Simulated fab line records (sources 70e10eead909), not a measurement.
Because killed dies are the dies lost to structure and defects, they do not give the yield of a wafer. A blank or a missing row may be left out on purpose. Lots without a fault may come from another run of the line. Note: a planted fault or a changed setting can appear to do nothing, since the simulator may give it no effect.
Which tool did it?    flow nand-harc    36 wafers from 12 lots sampled at 5 of the route's 1159 steps

WHAT EACH GAUGE READ, for each wafer
NHARC_END_SORT_01.
lot   measured      on         killed-at-array  killed-at-other  killed-at-periphery  killed-dies  killed-open  killed-short
L830  day 22 03:23  prober-02  238 227 202      0 0 0            3 1 2                241 228 204  2 3 4        2 1 4
L829  day 22 20:36  prober-01  210 304 216      0 0 1            3 5 2                213 309 219  2 2 2        2 3 3

EACH LOT AND THE TOOL THAT RAN IT (in order: tool; ch and the chambers of the sampled wafers; start)
lot   NHARC_A_STAIRCASE_TRIM_26                      NHARC_A_STAIRCASE_STRIP_175           NHARC_A_STAIRCASE_ETCH_190          NHARC_A_STAIRCASE_TRIM_202
L817  rie-diel-06 ch 0,2,3, day 10 15:05 or earlier  plasma-asher-02 ch 0,1, day 10 15:05  rie-diel-13 ch 1,2,3, day 10 17:10  rie-diel-06 ch 0,1,2, no start
L821  rie-diel-13 ch 0,1, day 11 13:58 or earlier    plasma-asher-01 ch 0,1, day 11 13:58  rie-diel-06 ch 0,3, day 11 15:54    rie-diel-06 ch 0,3, no start
L820  rie-diel-02 ch 0,1,3, day 11 14:03 or earlier  plasma-asher-02 ch 0,1, day 11 14:03  rie-diel-02 ch 0,2,3, day 11 16:05  rie-diel-02 ch 1,2,3, no start
L822  rie-diel-06 ch 0,3, day 12 01:28 or earlier    plasma-asher-02 ch 0,1, day 12 01:28  rie-diel-06 ch 0,1, day 12 03:29    rie-diel-02 ch 0,1,2, no start
L823  rie-diel-06 ch 0,1,3, day 12 08:44 or earlier  plasma-asher-01 ch 0,1, day 12 08:44  rie-diel-13 ch 1,3, day 12 10:47    rie-diel-02 ch 0,1,3, day 12 12:11
L830  rie-diel-02 ch 0,1,3, day 14 03:20 or earlier  plasma-asher-02 ch 0,1, day 14 03:20  rie-diel-06 ch 0,2, day 14 05:17    rie-diel-06 ch 0,1,2, day 22 03:23 or earlier
L829  rie-diel-06 ch 0,1, day 14 04:13 or earlier    plasma-asher-02 ch 0,1, day 14 04:13  rie-diel-06 ch 1,2,3, day 14 06:34  rie-diel-06 ch 0,3, day 22 20:36 or earlier
L832  rie-diel-13 ch 1,2,3, day 14 08:25 or earlier  plasma-asher-01 ch 0,1, day 14 08:25  rie-diel-02 ch 0,2,3, day 14 10:23  rie-diel-13 ch 1,2, no start
L833  rie-diel-02 ch 1,2,3, day 15 03:13 or earlier  plasma-asher-02 ch 0,1, day 15 03:13  rie-diel-13 ch 2,3, day 15 05:10    rie-diel-06 ch 0,2,3, no start
L834  rie-diel-13 ch 0,1,2, day 15 04:32 or earlier  plasma-asher-02 ch 0,1, day 15 04:32  rie-diel-13 ch 1,2, day 15 06:59    rie-diel-06 ch 1,2,3, no start
L840  rie-diel-06 ch 1,2,3, day 16 01:16 or earlier  plasma-asher-01 ch 0,1, day 16 01:16  rie-diel-02 ch 0,1,3, day 16 03:11  rie-diel-02 ch 0,1, no start
L839  rie-diel-06 ch 1,2,3, day 16 03:37 or earlier  plasma-asher-01 ch 0,1, day 16 03:37  rie-diel-13 ch 2,3, day 16 05:30    rie-diel-13 ch 0,1,3, no start
- NHARC_A_STAIRCASE_TRIM_26: chemistry O2, time 211.2 s.
- NHARC_A_STAIRCASE_STRIP_175: strips in O2.
- NHARC_A_STAIRCASE_ETCH_190: etches the open film in C4F8/O2, target depth 100 nm, time 40.5 s.
- NHARC_A_STAIRCASE_TRIM_202: chemistry O2, time 211.2 s.

AS READ BY THE TOOLS THEMSELVES (means over the sampled wafers that have a number; for cases with no such wafer, the mark the record gives instead)
NHARC_A_STAIRCASE_TRIM_26.
lot   tool         drypump-motor-current-A (A)  oes-product-au (a.u.)  rf-vpp-V (V)  showerhead-plenum-p-Torr (Torr)  throttle-valve-pct (%)
L817  rie-diel-06  5.5                          0.993                  57.6          3.34                             17.030
L821  rie-diel-13  5.4                          1.001                  57.8          3.49                             17.047
L820  rie-diel-02  6.1                          1.009                  57.8          3.49                             17.037
L822  rie-diel-06  5.4                          0.990                  58.0          3.38                             17.020
L823  rie-diel-06  5.7                          0.996                  58.4          3.43                             17.039
L830  rie-diel-02  6.1                          1.002                  57.8          3.48                             17.045
L829  rie-diel-06  5.7                          1.001                  58.1          3.50                             17.037
L832  rie-diel-13  5.7                          1.001                  58.1          3.50                             17.038
L833  rie-diel-02  5.7                          1.003                  58.1          3.60                             17.031
L834  rie-diel-13  5.4                          1.001                  57.5          3.43                             17.039
L840  rie-diel-06  5.8                          1.006                  58.1          3.54                             17.039
L839  rie-diel-06  5.8                          1.005                  57.4          3.54                             17.036

NHARC_A_STAIRCASE_STRIP_175.
lot   tool             drypump-motor-current-A (A)  heater-power-w (W)
L817  plasma-asher-02  5.8                          338
L821  plasma-asher-01  5.4                          334
L820  plasma-asher-02  6.2                          332
L822  plasma-asher-02  5.8                          336
L823  plasma-asher-01  5.5                          322
L830  plasma-asher-02  5.8                          333
L829  plasma-asher-02  5.8                          337
L832  plasma-asher-01  5.4                          350
L833  plasma-asher-02  6.2                          331
L834  plasma-asher-02  5.8                          335
L840  plasma-asher-01  5.4                          348
L839  plasma-asher-01  5.4                          348

NHARC_A_STAIRCASE_ETCH_190.
lot   tool         oes-product-au (a.u.)  rf-vpp-V (V)  run-length-s (s)
L817  rie-diel-13  0.944                  895           61.7
L821  rie-diel-06  0.948                  891           61.8
L820  rie-diel-02  0.956                  897           62.4
L822  rie-diel-06  0.948                  893           61.7
L823  rie-diel-13  0.947                  897           61.3
L830  rie-diel-06  0.947                  901           51.8
L829  rie-diel-06  0.939                  896           51.8
L832  rie-diel-02  0.945                  896           62.2
L833  rie-diel-13  0.929                  894           61.5
L834  rie-diel-13  0.920                  895           61.4
L840  rie-diel-02  0.955                  893           61.9
L839  rie-diel-13  0.946                  895           61.4

NHARC_A_STAIRCASE_TRIM_202.
lot   tool         drypump-motor-current-A (A)  oes-product-au (a.u.)  rf-vpp-V (V)  showerhead-plenum-p-Torr (Torr)  throttle-valve-pct (%)
L817  rie-diel-06  5.6                          1.004                  57.8          3.42                             17.042
L821  rie-diel-06  5.4                          0.996                  57.5          3.38                             17.029
L820  rie-diel-02  5.7                          1.008                  59.1          3.61                             17.035
L822  rie-diel-02  5.9                          1.008                  57.4          3.51                             17.036
L823  rie-diel-02  6.1                          1.007                  58.0          3.49                             17.042
L830  rie-diel-06  5.5                          1.001                  57.2          3.59                             17.029
L829  rie-diel-06  5.4                          0.985                  57.1          3.37                             17.029
L832  rie-diel-13  5.6                          1.003                  57.6          3.49                             17.050
L833  rie-diel-06  5.5                          0.984                  58.3          3.49                             17.033
L834  rie-diel-06  5.8                          0.995                  58.3          3.54                             17.036
L840  rie-diel-02  6.3                          0.993                  57.8          3.37                             17.040
L839  rie-diel-13  5.5                          1.004                  57.5          3.48                             17.040

THE ANSWER, worked out from the rows above alone
Rule: what is usual is taken from the lots themselves. The widest of any qualifying gaps counts: lots, ordered by their means at a reading, are off when they make up no more than a third of the lots, leave a main group of 4 or more, and stand apart from it by 3 or more times the standard deviation of that group's means. Not used: any main group whose means are identical at the precision the tables above print for the reading. A lot without any number at a reading at which 4 lots or more have one is off too. The other lots that the step has rows for count as sound. Order of review: gauges by route order, followed by the tools' own readings, for which a lot's mean as printed above is used. At the first step where some lot is off, the reading lying furthest off is the one used; lots without a number count as furthest.
Off: L830, L829 (NHARC_A_STAIRCASE_ETCH_190, run-length-s). For the main group the mean is 61.7 s and the standard deviation 0.34.
If a tool, at that step or one of the process steps before it, ran each lot that is off and ran no sound lot following the first of them, it fits. Because NHARC_A_STAIRCASE_TRIM_26 lacks a start for some lots, the hours and order of its lots are taken from NHARC_A_STAIRCASE_STRIP_175. One candidate fits, namely rie-diel-06 at NHARC_A_STAIRCASE_ETCH_190. A fault onset in the window from L822 (day 12 03:29, its last sound lot) to L830 (day 14 05:17, its first lot off) fits.
On the lots that are off, the tool's own readings at NHARC_A_STAIRCASE_ETCH_190 differ by more than 5 times the standard deviation of the sound lots' means, which bears it out; run-length-s reads 51.8 s there versus 61.7 s on the sound lots.

WHAT THE SIMULATOR HAD PUT IN
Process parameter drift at NHARC_A_STAIRCASE_ETCH_190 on rie-diel-06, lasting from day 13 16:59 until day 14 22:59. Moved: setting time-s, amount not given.
Struck lots among those shown: L830, L829. The rule given above showed the same thing.
